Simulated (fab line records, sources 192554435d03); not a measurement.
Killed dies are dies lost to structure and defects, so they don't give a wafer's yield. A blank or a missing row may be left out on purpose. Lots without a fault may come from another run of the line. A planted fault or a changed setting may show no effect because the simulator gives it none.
fab line records | flow n5_finfet
record lots=22 wafers=66 last_day=17
route steps=1938 shown SDB@361 HKMG_FIN@386
lots that met no fault: from a run of the same line without faults
start_h: hours from the record's first day to the start of the lot's first wafer shown | wait_h: hours since the lot's step before | " the same as in the row above | L1.1+2: a row that stands for several wafers | - no value, or no start given | * or withheld: withheld | < > ~ a bound
route shown NAME@n: a module of which the file shows steps, and the number in the route of the first | usual: mean/standard deviation of fault-free wafers | same: alike in all rows | chamber/n: place in a boat | sites: the reading at each site | _std_site: their standard deviation | _edge_site: outer sites' mean less inner sites' | radius_mm: how far each site lies from the wafer's centre | mask NAME#n: copy n | behind: the tool/chamber that last shaped the wafer | hold: why the lot was held/for how many hours/how that ended | device: the transistor (n, p or np) that didn't switch | end of line: the same wafers' tests at the end of the route | a step without rows: its recipe alone | killed: dies lost to structure and defects at the first sort, not the wafer's yield | map: a wafer's dies, x killed, . not, _ none there
set.NAME: the setting as run; set.NAME@STEP: as run at that earlier step | model.NAME: the simulator's own value behind a step, which no gauge read
steps of the route over a sample of lots; a table a step, a row a wafer
services: from which hour (start_h, from the record's first day; less than 0 if before it) a tool's chamber was out of use, for how many hours, and why
## steps
# step N5_SDB_ETCH_18
# recipe chemistry=N2/H2 target=SOC target_depth_a=1000 overetch_a=200 mask_material=SiARC temp_c=40 time_s=150 ion_energy_ev=200 pressure_mtorr=30 source_w=840 bias_w=150 n2_flow_sccm=200 h2_flow_sccm=200
# usual chamber_pressure_mTorr=29.999/0.026 drypump_motor_current_A=5.7/0.5 oes_product_au=0.69/0.079 rf_vpp_V=524.1/2.5 showerhead_plenum_p_Torr=2.55/0.086 throttle_valve_pct=17.89/0.24
# columns lot.wafer tool chamber start_h wait_h chamber_pressure_mTorr drypump_motor_current_A oes_product_au rf_hours_counter_h rf_vpp_V showerhead_plenum_p_Torr throttle_valve_pct
L074.1 rie_diel-04 1 68.00 0.0 29.993 5.6 0.65 172 523.8 2.54 17.88
L074.2 " 3 " " 29.986 5.6 0.70 145 521.5 2.44 17.57
L074.3 " 2 " " 30.002 6.5 0.64 223 520.8 2.42 18.20
L075.1 rie_diel-01 3 72.65 0.0 29.985 5.8 0.60 248 525.2 2.62 18.07
L075.2 " 2 " " 29.980 5.5 0.68 133 524.8 2.55 17.65
L075.4 " 1 " " 30.001 4.9 0.62 238 523.4 2.50 17.92
L076.1 rie_diel-01 1 82.58 0.0 30.001 4.9 0.62 241 521.3 2.50 17.90
L076.2 " 0 " " 29.984 5.4 0.63 231 526.9 2.63 18.39
L076.4 " 0 " " 30.016 5.4 0.63 - 526.2 2.63 18.37
L077.1 rie_diel-06 3 86.46 0.0 30.035 6.8 0.69 138 526.6 2.65 17.77
L077.5 " 2 " " 29.998 5.4 0.64 - 523.6 2.51 17.99
L077.6 " 3 " " 30.002 6.8 0.69 - 526.5 2.65 17.76
L079.1 rie_diel-06 2 103.50 0.0 30.041 5.4 0.63 234 521.1 2.51 18.01
L079.2 " 0 " " 29.998 5.5 0.70 115 525.3 2.66 17.89
L079.3 " 3 " " 30.011 6.8 0.69 143 526.6 2.65 17.77
L080.2 rie_diel-01 3 105.93 0.0 29.987 5.8 0.87 3 524.6 2.61 17.63
L080.5 " 1 " " 30.007 4.8 0.61 - 523.6 2.50 17.91
L080.6 " 0 " " 30.014 5.4 0.62 - 526.8 2.62 18.38
L081.1 rie_diel-01 2 112.66 0.0 30.039 5.5 0.67 148 523.4 2.54 17.68
L081.2 " 0 " " 29.909 5.4 0.62 243 526.9 2.62 18.39
L081.6 " 2 " " 29.983 5.5 0.67 - 523.5 2.54 17.68
L082.2 rie_diel-06 1 117.01 0.0 30.034 5.4 0.63 207 522.1 2.52 17.87
L082.5 " 3 " " 30.021 6.8 0.68 - 526.1 2.65 17.78
L082.6 " 0 " " 29.958 5.5 0.69 - 527.1 2.66 17.90
L083.1 rie_diel-04 1 123.05 0.0 30.034 5.6 0.64 193 523.3 2.53 17.91
L083.3 " 0 " " 30.067 5.6 0.64 220 524.5 2.52 18.25
L083.5 " 1 " " 29.950 5.6 0.64 - 522.4 2.53 17.91
L084.1 rie_diel-04 0 130.26 0.0 30.026 5.6 0.63 222 522.3 2.52 18.27
L084.3 " 1 " " 30.020 5.6 0.64 195 524.1 2.53 17.91
L084.6 " 3 " " 30.014 5.6 0.68 - 520.3 2.43 17.58
L086.2 rie_diel-04 1 141.97 0.0 30.070 5.6 0.64 201 523.6 2.52 17.93
L086.5 " 0 " " 30.012 5.6 0.63 - 524.7 2.52 18.26
L086.6 " 1 " " 29.972 5.6 0.63 - 521.7 2.52 17.94
L085.3 rie_diel-04 3 142.32 0.0 29.990 5.6 0.67 174 520.9 2.42 17.61
L085.4 " 0 " " 29.961 5.6 0.63 - 524.7 2.52 18.26
L085.5 " 1 " " 29.993 5.6 0.64 - 522.6 2.52 17.93
L087.3 rie_diel-01 3 145.50 0.0 29.972 5.8 0.82 20 527.6 2.61 17.67
L087.5 " 2 " " 30.050 5.5 0.66 - 524.2 2.54 17.71
L087.6 " 1 " " 29.980 4.9 0.84 - 522.6 2.50 17.51
L088.1 rie_diel-01 1 153.10 0.0 30.030 4.9 0.84 13 523.5 2.49 17.51
L088.3 " 0 " " 30.024 5.4 0.87 1 526.1 2.62 17.99
L088.4 " 3 " " 29.983 5.8 0.82 24 526.0 2.60 17.68
L089.1 rie_diel-06 0 159.21 0.0 29.987 5.5 0.68 134 528.4 2.66 17.95
L089.3 " 1 " " 30.019 5.3 0.62 222 523.7 2.51 17.91
L089.6 " 3 " " 29.985 6.8 0.67 - 525.0 2.64 17.81
L090.1 rie_diel-04 2 167.59 0.0 29.971 6.5 0.86 5 529.4 2.72 17.79
L090.3 " 1 " " 30.037 5.6 0.63 211 523.2 2.52 17.93
L090.5 " 1 " " 30.024 5.6 0.63 - 522.5 2.52 17.94
L091.1 rie_diel-06 3 168.22 0.0 29.990 6.8 0.67 168 527.4 2.64 17.82
L091.5 " 0 " " 29.986 5.5 0.68 - 527.8 2.66 17.95
L091.6 " 1 " " 30.007 5.3 0.62 - 523.0 2.51 17.91
L093.1 rie_diel-04 0 181.29 0.0 30.001 5.6 0.62 241 522.1 2.51 18.28
L093.2 " 3 " " 30.015 5.6 0.66 188 520.4 2.42 17.63
L093.4 " 1 " " 29.979 5.6 0.63 215 523.1 2.52 17.96
L094.2 rie_diel-04 3 184.66 0.0 30.007 5.6 0.66 189 520.9 2.42 17.62
L094.4 " 0 " " 29.982 5.6 0.62 242 522.8 2.51 18.27
L094.6 " 3 " " 29.986 5.6 0.66 - 521.6 2.42 17.63
L095.1 rie_diel-04 3 192.08 0.0 29.976 5.6 0.66 193 520.8 2.42 17.65
L095.4 " 2 " " 30.008 6.5 0.84 - 527.9 2.72 17.80
L095.6 " 3 " " 30.042 5.6 0.66 - 520.9 2.42 17.65
L096.2 rie_diel-01 0 200.97 0.0 29.992 5.4 0.81 18 526.2 2.61 18.02
L096.4 " 2 " " 30.026 5.5 0.65 185 523.4 2.53 17.75
L096.6 " 1 " " 29.998 4.9 0.80 - 522.9 2.49 17.51
L097.3 rie_diel-06 2 204.92 0.0 29.938 5.4 0.82 15 522.2 2.50 17.61
L097.4 " 1 " " 29.947 5.4 0.61 239 522.4 2.50 17.93
L097.5 " 2 " " 30.029 5.4 0.83 - 523.2 2.50 17.62
# step N5_HKMG_FIN_HK_ALD_01
# recipe material=HfO2 target_thk_a=16 temp_c=withheld ald_precursor_family=HfCl4 ald_co_reactant=H2O pulse_time_s=3 purge_time_s=3 co_reactant_purge_time_s=2.5 co_reactant_pulse_time_s=0.3 ald_cycles=30
# usual precursor_pulse_height_rel=1.000/0.021
# columns lot.wafer tool chamber start_h wait_h precursor_pulse_height_rel
L074.1 ald_hk-02 1 72.36 0.0 0.985
L074.2 " 2 " " 1.049
L074.3 " 0 " " 1.006
L075.1 ald_hk-01 1 77.14 0.0 1.017
L075.2 " 2 " " 0.965
L075.4 " 0 " " 0.986
L076.1 ald_hk-01 1 87.14 0.0 1.046
L076.2 " 0 " " 1.008
L076.4 " 3 " " 1.008
L077.1 ald_hk-01 2 91.44 0.0 1.002
L077.5 " 1 " " 1.021
L077.6 " 0 " " 1.015
L079.1 ald_hk-01 1 108.31 0.0 1.022
L079.2 " 3 " " 1.014
L079.3 " 0 " " 0.998
L080.2 ald_hk-03 0 110.47 0.0 0.989
L080.5 " 0 " " 1.033
L080.6 " 1 " " 1.005
L081.1 ald_hk-03 3 117.03 0.0 0.975
L081.2 " 1 " " 1.005
L081.6 " 0 " " 0.998
L082.2 ald_hk-01 2 121.43 0.0 1.009
L082.5 " 1 " " 1.022
L082.6 " 0 " " 0.999
L083.1 ald_hk-01 1 127.77 0.0 0.998
L083.3 " 2 " " 0.975
L083.5 " 1 " " 0.991
L084.1 ald_hk-03 2 134.63 0.0 0.999
L084.3 " 3 " " 1.036
L084.6 " 0 " " 1.012
L086.2 ald_hk-01 1 146.72 0.0 0.991
L086.5 " 1 " " 1.012
L086.6 " 0 " " 1.021
L085.3 ald_hk-03 1 146.98 0.1 0.973
L085.4 " 3 " " 1.044
L085.5 " 2 " " 0.986
L087.3 ald_hk-01 1 150.01 0.0 1.020
L087.5 " 1 " " 1.020
L087.6 " 0 " " 1.015
L088.1 ald_hk-01 3 157.68 0.0 0.993
L088.3 " 2 " " 0.995
L088.4 " 1 " " 1.010
L089.1 ald_hk-03 3 163.62 0.1 0.980
L089.3 " 1 " " 0.996
L089.6 " 1 " " 0.995
L091.1 ald_hk-02 0 172.59 0.0 1.009
L091.5 " 0 " " 1.020
L091.6 " 3 " " 0.983
L090.1 ald_hk-03 3 173.32 0.0 0.999
L090.3 " 0 " " 1.011
L090.5 " 1 " " 0.990
L093.1 ald_hk-03 0 185.72 0.0 1.007
L093.2 " 1 " " 0.978
L093.4 " 2 " " 1.006
L094.2 ald_hk-03 0 189.35 0.0 0.963
L094.4 " 1 " " 1.003
L094.6 " 3 " " 1.015
L095.1 ald_hk-01 1 196.47 0.0 0.984
L095.4 " 2 " " 1.018
L095.6 " 0 " " 0.977
L096.2 ald_hk-02 3 205.33 0.0 1.012
L096.4 " 0 " " 0.980
L096.6 " 1 " " 0.996
L097.3 ald_hk-03 3 209.29 0.0 1.013
L097.4 " 1 " " 1.023
L097.5 " 1 " " 0.981
# step N5_HKMG_FIN_ALD_75
# recipe material=Al2O3 target_thk_a=10 temp_c=150 ald_precursor_family=TMA ald_co_reactant=H2O pulse_time_s=withheld co_reactant_pulse_time_s=1
# usual heater_power_w=150/17 precursor_pulse_height_rel=1.000/0.019
# columns lot.wafer tool chamber start_h wait_h heater_power_w precursor_pulse_height_rel
L074.1 ald_hk-03 3 72.85 0.0 145 1.002
L074.2 " 1 " " 143 1.000
L074.3 " 0 " " 158 0.997
L075.1 ald_hk-02 0 77.62 0.0 132 1.006
L075.2 " 1 " " 180 1.020
L075.4 " 2 " " 135 1.021
L076.1 ald_hk-02 0 87.62 0.0 133 0.985
L076.2 " 2 " " 131 0.990
L076.4 " 1 " " 182 0.997
L077.1 ald_hk-02 3 92.26 0.0 156 1.009
L077.5 " 0 " " 130 1.025
L077.6 " 1 " " 177 0.968
L079.1 ald_hk-02 0 109.11 0.0 133 1.003
L079.2 " 2 " " 133 1.007
L079.3 " 3 " " 159 1.017
L080.2 ald_hk-01 0 111.18 0.0 131 1.019
L080.5 " 0 " " 134 0.967
L080.6 " 3 " " 163 1.001
L081.1 ald_hk-01 3 117.51 0.0 167 1.007
L081.2 " 0 " " 134 0.981
L081.6 " 2 " " 142 1.021
L082.2 ald_hk-02 3 121.91 0.0 161 1.015
L082.5 " 2 " " 138 0.990
L082.6 " 3 " " 156 1.010
L083.1 ald_hk-02 0 128.25 0.0 134 0.980
L083.3 " 1 " " 173 1.007
L083.5 " 1 " " 177 0.989
L084.1 ald_hk-01 0 135.10 0.0 134 1.023
L084.3 " 3 " " 169 0.992
L084.6 " 1 " " 152 1.019
L086.2 ald_hk-01 0 147.41 0.0 136 1.037
L086.5 " 1 " " 147 1.056
L086.6 " 2 " " 147 0.990
L085.3 ald_hk-03 3 147.69 0.1 150 0.975
L085.4 " 0 " " 162 1.009
L085.5 " 0 " " 156 0.977
L087.3 ald_hk-02 1 150.49 0.0 176 1.005
L087.5 " 2 " " 133 1.002
L087.6 " 1 " " 177 1.036
L088.1 ald_hk-02 2 158.16 0.0 135 1.001
L088.3 " 1 " " 180 1.012
L088.4 " 0 " " 131 1.002
L089.1 ald_hk-02 1 164.25 0.0 176 0.998
L089.3 " 2 " " 132 0.998
L089.6 " 0 " " 132 0.989
L091.1 ald_hk-01 3 173.07 0.0 161 1.003
L091.5 " 1 " " 148 1.003
L091.6 " 2 " " 144 0.988
L090.1 ald_hk-02 0 173.80 0.0 133 1.021
L090.3 " 2 " " 133 1.026
L090.5 " 0 " " 129 1.010
L093.1 ald_hk-02 1 186.20 0.0 178 0.992
L093.2 " 3 " " 157 1.026
L093.4 " 2 " " 131 0.986
L094.2 ald_hk-02 1 189.83 0.0 183 0.966
L094.4 " 2 " " 131 0.994
L094.6 " 1 " " 183 0.993
L095.1 ald_hk-03 3 196.96 0.0 148 0.978
L095.4 " 2 " " 168 1.003
L095.6 " 2 " " 159 0.974
L096.2 ald_hk-01 1 205.83 0.0 151 1.003
L096.4 " 0 " " 136 0.994
L096.6 " 1 " " 144 1.010
L097.3 ald_hk-02 3 209.77 0.0 158 0.992
L097.4 " 1 " " 179 0.987
L097.5 " 0 " " 131 0.980
# step N5_HKMG_FIN_PWFM_ALD_03
# recipe material=TiN target_thk_a=20 temp_c=400 ald_precursor_family=TiCl4 ald_co_reactant=NH3 pulse_time_s=1 purge_time_s=3 co_reactant_purge_time_s=2 co_reactant_pulse_time_s=2 ald_cycles=91 pressure_torr=3
# usual heater_power_w=918/97 precursor_pulse_height_rel=1.000/0.019
# columns lot.wafer tool chamber start_h wait_h heater_power_w precursor_pulse_height_rel
L074.1 ald_metal-03 0 75.93 0.0 813 1.020
L074.2 " 2 " " 911 1.015
L074.3 " 3 " " 885 1.028
L075.1 ald_metal-01 3 80.75 0.0 897 1.022
L075.2 " 2 " " 1118 0.999
L075.4 " 3 " " 895 0.997
L076.1 ald_metal-01 2 90.97 0.0 1104 0.969
L076.2 " 3 " " 918 0.995
L076.4 " 1 " " 938 0.981
L077.1 ald_metal-03 1 95.49 0.0 895 1.020
L077.5 " 1 " " 929 1.028
L077.6 " 3 " " 893 0.988
L079.1 ald_metal-01 2 112.82 0.0 1097 1.012
L079.2 " 1 " " 949 1.002
L079.3 " 3 " " 894 0.979
L080.2 ald_metal-01 0 114.20 0.0 812 0.987
L080.5 " 2 " " 1127 1.007
L080.6 " 1 " " 925 0.987
L081.1 ald_metal-04 3 120.71 0.0 762 0.980
L081.2 " 1 " " 1020 1.002
L081.6 " 3 " " 752 1.027
L082.2 ald_metal-01 2 125.22 0.0 1073 1.003
L082.5 " 1 " " 953 1.020
L082.6 " 2 " " 1125 1.024
L083.1 ald_metal-04 1 131.26 0.0 1066 1.007
L083.3 " 0 " " 846 0.986
L083.5 " 0 " " 859 0.981
L084.1 ald_metal-01 3 138.12 0.0 922 1.010
L084.3 " 1 " " 961 0.999
L084.6 " 3 " " 920 1.022
L086.2 ald_metal-03 1 150.68 0.0 928 0.986
L086.5 " 0 " " 846 1.007
L086.6 " 1 " " 914 0.976
L085.3 ald_metal-01 1 151.19 0.0 955 0.958
L085.4 " 1 " " 943 1.018
L085.5 " 3 " " 925 0.994
L087.3 ald_metal-03 0 153.52 0.0 818 0.986
L087.5 " 1 " " 919 1.004
L087.6 " 2 " " 929 0.988
L088.1 ald_metal-01 2 161.37 0.0 1078 1.005
L088.3 " 1 " " 933 0.974
L088.4 " 3 " " 919 0.992
L089.1 ald_metal-04 0 167.28 0.0 850 0.993
L089.3 " 3 " " 767 0.991
L089.6 " 2 " " 980 1.003
L091.1 ald_metal-04 1 176.07 0.0 1048 0.960
L091.5 " 3 " " 759 0.981
L091.6 " 0 " " 868 0.994
L090.1 ald_metal-04 3 176.89 0.0 757 1.017
L090.3 " 2 " " 964 0.995
L090.5 " 2 " " 963 0.975
L093.1 ald_metal-03 2 189.07 0.0 904 1.009
L093.2 " 3 " " 872 0.987
L093.4 " 0 " " 827 1.005
L094.2 ald_metal-01 0 193.16 0.0 810 0.975
L094.4 " 0 " " 807 0.987
L094.6 " 1 " " 963 0.995
L095.1 ald_metal-03 3 199.83 0.0 894 1.001
L095.4 " 1 " " 931 1.017
L095.6 " 1 " " 933 1.031
L096.2 ald_metal-01 1 209.16 0.0 957 0.988
L096.4 " 3 " " 934 0.974
L096.6 " 1 " " 959 0.989
L097.3 ald_metal-04 1 213.19 0.0 1060 1.012
L097.4 " 3 " " 748 0.978
L097.5 " 0 " " 854 1.012
# step N5_HKMG_FIN_DESCUM_17
# recipe chemistry=O2 time_s=7.9 source_power_w=50 bias_power_w=20 pressure_mtorr=20 rf_frequency_hz=2.712e+07 temp_c=40 resist=CAR-ArF o2_flow_sccm=225
# usual chamber_pressure_mTorr=20.002/0.019 drypump_motor_current_A=5.6/0.48 oes_product_au=0.78/0.1 rf_vpp_V=243.1/1.2 showerhead_plenum_p_Torr=2.09/0.064 throttle_valve_pct=20.42/0.25
# columns lot.wafer tool chamber start_h wait_h chamber_pressure_mTorr drypump_motor_current_A oes_product_au rf_hours_counter_h rf_vpp_V showerhead_plenum_p_Torr throttle_valve_pct
L074.1 rie_diel-06 0 76.73 0.0 20.005 5.5 0.78 107 246.2 2.19 20.51
L074.2 " 3 " " 20.017 6.8 0.77 136 245.2 2.19 20.54
L074.3 " 1 " " 19.984 5.3 0.71 195 243.0 2.07 20.37
L075.1 rie_diel-04 3 81.55 0.0 19.985 5.6 0.76 150 241.3 2.00 20.11
L075.2 " 2 " " 20.018 6.5 0.70 229 241.2 1.98 20.67
L075.4 " 0 " " 20.007 5.6 0.71 204 242.2 2.08 20.84
L076.1 rie_diel-01 2 91.77 0.0 19.989 5.5 0.76 140 242.5 2.09 20.21
L076.2 " 1 " " 20.030 4.9 0.68 244 243.1 2.05 20.41
L076.4 " 0 " " 20.021 5.4 0.69 - 244.4 2.16 20.97
L077.1 rie_diel-01 1 96.41 0.0 19.978 4.8 0.68 246 242.5 2.05 20.43
L077.5 " 2 " " 19.987 5.5 0.75 - 243.3 2.09 20.21
L077.6 " 0 " " 19.987 5.4 0.69 - 244.3 2.16 20.98
L079.1 rie_diel-01 2 113.75 0.0 20.010 5.5 0.75 149 242.3 2.09 20.21
L079.2 " 0 " " 20.022 5.4 0.69 244 243.5 2.15 20.98
L079.3 " 3 " " 20.017 5.8 0.97 6 244.6 2.15 20.32
L080.2 rie_diel-01 2 115.00 0.0 19.994 5.5 0.76 149 243.1 2.09 20.21
L080.5 " 2 " " 19.974 5.5 0.75 - 244.6 2.09 20.23
L080.6 " 3 " " 20.016 5.8 0.96 - 244.1 2.15 20.31
L081.1 rie_diel-04 3 121.51 0.0 20.000 5.6 0.76 165 241.5 2.00 20.12
L081.2 " 0 " " 20.015 5.6 0.71 219 244.2 2.08 20.85
L081.6 " 2 " " 19.983 6.5 0.69 - 241.9 1.97 20.67
L082.2 rie_diel-06 3 126.15 0.0 20.045 6.8 0.75 152 244.4 2.19 20.55
L082.5 " 3 " " 19.989 6.8 0.77 - 246.0 2.19 20.55
L082.6 " 2 " " 19.993 5.4 0.71 - 242.7 2.06 20.60
L083.1 rie_diel-04 2 132.19 0.0 20.010 6.5 0.68 248 240.8 1.97 20.69
L083.3 " 0 " " 20.004 5.6 0.70 222 243.2 2.07 20.87
L083.5 " 3 " " 20.000 5.6 0.75 - 240.3 2.00 20.14
L084.1 rie_diel-01 1 139.76 0.7 20.022 4.8 0.95 7 241.3 2.05 20.02
L084.3 " 2 " " 20.008 5.5 0.73 160 242.4 2.09 20.23
L084.6 " 2 " " 20.023 5.5 0.73 - 243.1 2.09 20.23
L086.2 rie_diel-04 3 151.60 0.0 19.984 5.6 0.75 178 241.9 1.99 20.15
L086.5 " 1 " " 20.009 5.6 0.69 - 242.5 2.07 20.39
L086.6 " 3 " " 19.970 5.6 0.74 - 241.0 1.99 20.17
L085.3 rie_diel-06 0 152.41 0.3 19.992 5.5 0.76 130 243.5 2.18 20.52
L085.4 " 3 " " 20.025 6.8 0.75 - 245.2 2.18 20.56
L085.5 " 1 " " 20.005 5.3 0.69 - 242.7 2.06 20.40
L087.3 rie_diel-01 3 154.45 0.0 19.999 5.8 0.91 24 245.3 2.14 20.34
L087.5 " 3 " " 19.996 5.8 0.92 - 244.2 2.14 20.35
L087.6 " 2 " " 20.027 5.5 0.74 - 242.9 2.08 20.26
L088.1 rie_diel-01 2 162.17 0.0 20.020 5.5 0.73 170 242.5 2.08 20.25
L088.3 " 0 " " 19.982 5.3 0.99 4 243.2 2.15 20.63
L088.4 " 2 " " 20.008 5.5 0.72 - 242.8 2.08 20.25
L089.1 rie_diel-04 2 168.24 0.1 19.969 6.5 0.96 5 245.9 2.23 20.30
L089.3 " 1 " " 20.024 5.6 0.69 211 241.8 2.07 20.39
L089.6 " 2 " " 20.007 6.5 0.96 - 245.9 2.23 20.29
L091.1 rie_diel-01 3 177.33 0.4 20.029 5.8 0.90 31 242.8 2.14 20.36
L091.5 " 2 " " 19.987 5.5 0.72 - 243.1 2.08 20.25
L091.6 " 1 " " 20.029 4.8 0.90 - 243.4 2.04 20.06
L090.1 rie_diel-01 0 177.83 0.1 20.013 5.4 0.96 10 244.7 2.15 20.63
L090.3 " 3 " " 19.957 5.8 0.91 32 242.7 2.14 20.35
L090.5 " 3 " " 19.981 5.7 0.91 - 244.4 2.14 20.36
L093.1 rie_diel-06 0 190.43 0.5 20.003 5.5 0.74 144 244.8 2.18 20.56
L093.2 " 2 " " 20.013 5.4 0.93 9 242.0 2.05 20.25
L093.4 " 1 " " 19.989 5.3 0.68 234 242.7 2.05 20.44
L094.2 rie_diel-01 2 194.12 0.1 20.013 5.5 0.72 183 242.6 2.08 20.28
L094.4 " 1 " " 20.016 4.9 0.89 30 240.5 2.04 20.08
L094.6 " 1 " " 20.004 4.9 0.91 - 242.2 2.04 20.07
L095.1 rie_diel-06 2 200.65 0.0 19.976 5.4 0.92 13 243.0 2.05 20.24
L095.4 " 1 " " 19.964 5.3 0.68 238 242.9 2.05 20.41
L095.6 " 0 " " 20.025 5.5 0.74 - 244.7 2.18 20.56
L096.2 rie_diel-01 1 210.18 0.1 19.981 4.8 0.90 34 241.9 2.04 20.08
L096.4 " 3 " " 19.988 5.8 0.88 42 244.2 2.14 20.38
L096.6 " 1 " " 19.997 4.8 0.89 - 241.4 2.04 20.06
L097.3 rie_diel-04 2 214.13 0.2 20.011 6.5 0.92 23 243.7 2.22 20.32
L097.4 " 2 " " 20.034 6.5 0.91 - 243.6 2.22 20.32
L097.5 " 3 " " 19.976 5.7 0.72 - 242.8 1.98 20.19
# step N5_HKMG_FIN_ETCH_32
# recipe chemistry=N2/H2 target=SOC target_depth_a=2400 temp_c=40 time_s=300 ion_energy_ev=200 mask_material=SiARC pressure_mtorr=30 source_w=840 bias_w=150 n2_flow_sccm=200 h2_flow_sccm=200
# usual chamber_pressure_mTorr=29.998/0.027 drypump_motor_current_A=5.6/0.48 oes_product_au=0.79/0.1 rf_vpp_V=524.0/2.1 showerhead_plenum_p_Torr=2.55/0.075 throttle_valve_pct=17.86/0.24
# columns lot.wafer tool chamber start_h wait_h chamber_pressure_mTorr drypump_motor_current_A oes_product_au rf_hours_counter_h rf_vpp_V showerhead_plenum_p_Torr throttle_valve_pct
L074.1 rie_diel-06 0 76.82 0.0 29.980 5.5 0.78 107 528.7 2.67 17.90
L074.2 " 3 " " 29.947 6.8 0.77 136 526.5 2.66 17.77
L074.3 " 1 " " 29.963 5.3 0.71 195 524.3 2.52 17.87
L075.1 rie_diel-04 3 81.64 0.0 29.978 5.7 0.79 150 520.4 2.43 17.58
L075.2 " 2 " " 30.018 6.5 0.70 229 521.8 2.41 18.21
L075.4 " 0 " " 29.960 5.6 0.72 204 523.3 2.53 18.22
L076.1 rie_diel-01 2 91.86 0.0 30.022 5.5 0.76 140 523.4 2.55 17.66
L076.2 " 1 " " 30.013 4.8 0.68 244 523.3 2.50 17.92
L076.4 " 0 " " 30.008 5.3 0.68 - 527.3 2.62 18.40
L077.1 rie_diel-01 1 96.50 0.0 29.985 4.9 0.68 246 524.0 2.50 17.93
L077.5 " 2 " " 29.974 5.5 0.74 - 525.1 2.54 17.66
L077.6 " 0 " " 30.009 5.4 0.69 - 525.2 2.62 18.40
L079.1 rie_diel-01 2 113.84 0.0 29.990 5.5 0.75 149 524.5 2.54 17.68
L079.2 " 0 " " 30.000 5.4 0.67 244 526.6 2.62 18.41
L079.3 " 3 " " 29.996 5.7 0.98 6 524.6 2.61 17.65
L080.2 rie_diel-01 2 115.09 0.0 29.974 5.5 0.76 149 523.5 2.54 17.69
L080.5 " 2 " " 30.080 5.5 0.75 - 526.0 2.54 17.70
L080.6 " 3 " " 29.948 5.8 0.98 - 526.3 2.61 17.67
L081.1 rie_diel-04 3 121.60 0.0 29.971 5.7 0.78 166 521.9 2.43 17.62
L081.2 " 0 " " 30.008 5.6 0.72 219 524.5 2.52 18.24
L081.6 " 2 " " 30.003 6.6 0.69 - 519.3 2.41 18.24
L082.2 rie_diel-06 3 126.24 0.0 30.021 6.8 0.76 152 526.5 2.65 17.79
L082.5 " 3 " " 30.013 6.8 0.76 - 526.3 2.65 17.81
L082.6 " 2 " " 29.972 5.4 0.71 - 523.7 2.51 18.04
L083.1 rie_diel-04 2 132.28 0.0 29.986 6.5 0.69 248 519.9 2.41 18.24
L083.3 " 0 " " 30.024 5.6 0.70 222 523.2 2.52 18.25
L083.5 " 3 " " 30.001 5.6 0.76 - 520.2 2.43 17.63
L084.1 rie_diel-01 1 139.85 0.0 29.950 4.8 0.96 7 523.6 2.50 17.51
L084.3 " 2 " " 30.027 5.5 0.75 161 524.8 2.54 17.70
L084.6 " 2 " " 29.992 5.5 0.75 - 524.2 2.54 17.71
L086.2 rie_diel-04 3 151.69 0.0 30.019 5.7 0.76 178 522.8 2.42 17.63
L086.5 " 1 " " 30.008 5.6 0.70 - 522.1 2.52 17.94
L086.6 " 3 " " 30.033 5.6 0.76 - 520.4 2.42 17.63
L085.3 rie_diel-06 0 152.50 0.0 29.989 5.5 0.76 130 526.0 2.66 17.96
L085.4 " 3 " " 29.997 6.8 0.75 - 527.7 2.64 17.81
L085.5 " 1 " " 30.013 5.4 0.70 - 523.9 2.51 17.91
L087.3 rie_diel-01 3 154.54 0.0 29.963 5.8 0.92 24 527.3 2.60 17.69
L087.5 " 3 " " 29.955 5.8 0.92 - 525.1 2.60 17.65
L087.6 " 2 " " 30.053 5.5 0.74 - 523.2 2.53 17.71
L088.1 rie_diel-01 2 162.26 0.0 29.999 5.5 0.73 170 522.8 2.53 17.72
L088.3 " 0 " " 29.951 5.4 0.98 4 525.8 2.62 18.00
L088.4 " 2 " " 29.988 5.5 0.74 - 524.1 2.53 17.73
L089.1 rie_diel-04 2 168.33 0.0 29.975 6.5 0.96 5 528.2 2.72 17.83
L089.3 " 1 " " 30.003 5.6 0.70 211 522.8 2.52 17.95
L089.6 " 2 " " 30.036 6.5 0.98 - 528.1 2.72 17.84
L091.1 rie_diel-01 3 177.42 0.0 30.048 5.8 0.90 31 523.4 2.60 17.70
L091.5 " 2 " " 29.997 5.5 0.71 - 524.4 2.53 17.72
L091.6 " 1 " " 29.991 4.9 0.90 - 522.5 2.49 17.52
L090.1 rie_diel-01 0 177.92 0.0 30.019 5.4 0.96 10 525.2 2.61 18.02
L090.3 " 3 " " 30.025 5.8 0.90 32 525.8 2.60 17.68
L090.5 " 3 " " 30.028 5.8 0.91 - 524.8 2.60 17.68
L093.1 rie_diel-06 0 190.52 0.0 29.985 5.5 0.74 144 526.2 2.65 17.96
L093.2 " 2 " " 29.967 5.4 0.93 9 520.9 2.50 17.61
L093.4 " 1 " " 30.005 5.3 0.67 234 523.1 2.51 17.94
L094.2 rie_diel-01 2 194.21 0.0 29.954 5.5 0.72 183 524.2 2.53 17.74
L094.4 " 1 " " 30.005 4.9 0.89 30 523.2 2.49 17.54
L094.6 " 1 " " 29.951 4.9 0.89 - 521.5 2.49 17.54
L095.1 rie_diel-06 2 200.74 0.0 30.014 5.4 0.92 13 521.5 2.50 17.58
L095.4 " 1 " " 30.008 5.3 0.69 238 523.7 2.50 17.94
L095.6 " 0 " " 30.003 5.5 0.75 - 526.4 2.65 17.98
L096.2 rie_diel-01 1 210.27 0.0 29.984 4.9 0.88 34 522.5 2.49 17.55
L096.4 " 3 " " 30.045 5.8 0.87 43 526.1 2.60 17.70
L096.6 " 1 " " 29.993 4.9 0.89 - 521.7 2.48 17.55
L097.3 rie_diel-04 2 214.22 0.0 29.990 6.6 0.91 23 529.8 2.71 17.85
L097.4 " 2 " " 29.968 6.5 0.92 - 528.3 2.71 17.84
L097.5 " 3 " " 30.017 5.6 0.73 - 520.6 2.41 17.66
## services
# columns tool chamber start_h hours kind
rie_diel-04 1 57.67 9.6 repair
ald_metal-04 - 58.51 2.8 pm
ald_metal-01 - 61.99 2.2 repair
ald_metal-01 0 65.34 23.6 repair
ald_metal-03 0 76.63 25.9 repair
rie_diel-01 3 80.03 - clean
rie_diel-01 3 80.03 - consumable_replace:focus_ring
rie_diel-01 3 80.03 17.7 scheduled_down
rie_diel-01 3 80.03 17.7 vent_cycle
ald_hk-03 - 85.22 8.7 pm
rie_diel-01 1 86.89 2.2 repair
rie_diel-06 3 95.74 5.3 repair
rie_diel-06 1 102.17 2.4 repair
rie_diel-01 - 104.58 0.5 repair
rie_diel-01 1 107.44 - clean
rie_diel-01 1 107.44 - consumable_replace:focus_ring
rie_diel-01 1 107.44 16.2 scheduled_down
rie_diel-06 0 118.56 6.0 repair
ald_hk-03 - 124.81 2.8 pm
ald_metal-01 0 125.60 34.5 repair
ald_metal-03 1 132.93 3.8 repair
ald_metal-01 3 157.51 3.4 repair
ald_metal-04 2 180.37 35.2 repair
ald_metal-01 3 188.50 7.2 repair
## key
fault none
